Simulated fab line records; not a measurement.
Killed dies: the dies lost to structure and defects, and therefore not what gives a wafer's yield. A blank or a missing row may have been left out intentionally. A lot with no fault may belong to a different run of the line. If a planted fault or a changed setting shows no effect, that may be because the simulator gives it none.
Matching of chambers :: flow nand_harc :: 4 sister chambers for NHARC_P_M0_CMP_23 on cmp-01
The step polishes, t overpolish 20 s, target thk 117.54 nm. 4 wafers are shown with their chamber, then 7 later ones without.

== WAFERS, EACH WITH ITS CHAMBER ==
wafer: L086.2
chamber: 2
time_to_endpoint_s (s): 26.7

wafer: L086.3
chamber: 1
time_to_endpoint_s (s): 26.7

wafer: L091.2
chamber: 0
time_to_endpoint_s (s): 28.8

wafer: L091.3
chamber: 3
time_to_endpoint_s (s): 29.5

== WAFERS WHOSE CHAMBER IS MISSING ==
wafer: L091.5
time_to_endpoint_s (s): 30.2

wafer: L094.2
time_to_endpoint_s (s): 30.7

wafer: L094.3
time_to_endpoint_s (s): 29.1

wafer: L094.5
time_to_endpoint_s (s): 30.9

wafer: L096.2
time_to_endpoint_s (s): 26.2

wafer: L096.3
time_to_endpoint_s (s): 28.4

wafer: L096.6
time_to_endpoint_s (s): 26.7

== WHICH CHAMBER EACH ONE RAN IN ==
wafer: L091.5
from the rows above: can't be placed: 3 or 0
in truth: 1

wafer: L094.2
from the rows above: can't be placed: 3 or 0
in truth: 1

wafer: L094.3
from the rows above: can't be placed: 0 or 3
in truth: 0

wafer: L094.5
from the rows above: can't be placed: 3 or 0
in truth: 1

wafer: L096.2
from the rows above: can't be placed: 1 or 2
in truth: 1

wafer: L096.3
from the rows above: can't be placed: 0 or 3 or 1 or 2
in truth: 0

wafer: L096.6
from the rows above: can't be placed: 1 or 2
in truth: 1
0 of 7 placed correctly. Cannot be placed on the basis of these rows: 7; the candidates contain the true chamber in 4. Placed wrongly: 0.
How it was worked out, from the rows above alone: a wafer's distance from a chamber is the root of the sum, over the readings, of the square of ((its reading less the chamber's mean) divided by the reading's scatter). If the next closest chamber is less than 2 further off than the closest, the wafer can't be placed; otherwise it belongs to the closest. Each chamber's mean is taken over the wafers shown for it. The scatter: root of mean squared gap, hidden wafer to nearest shown wafer, with one shown wafer a chamber.
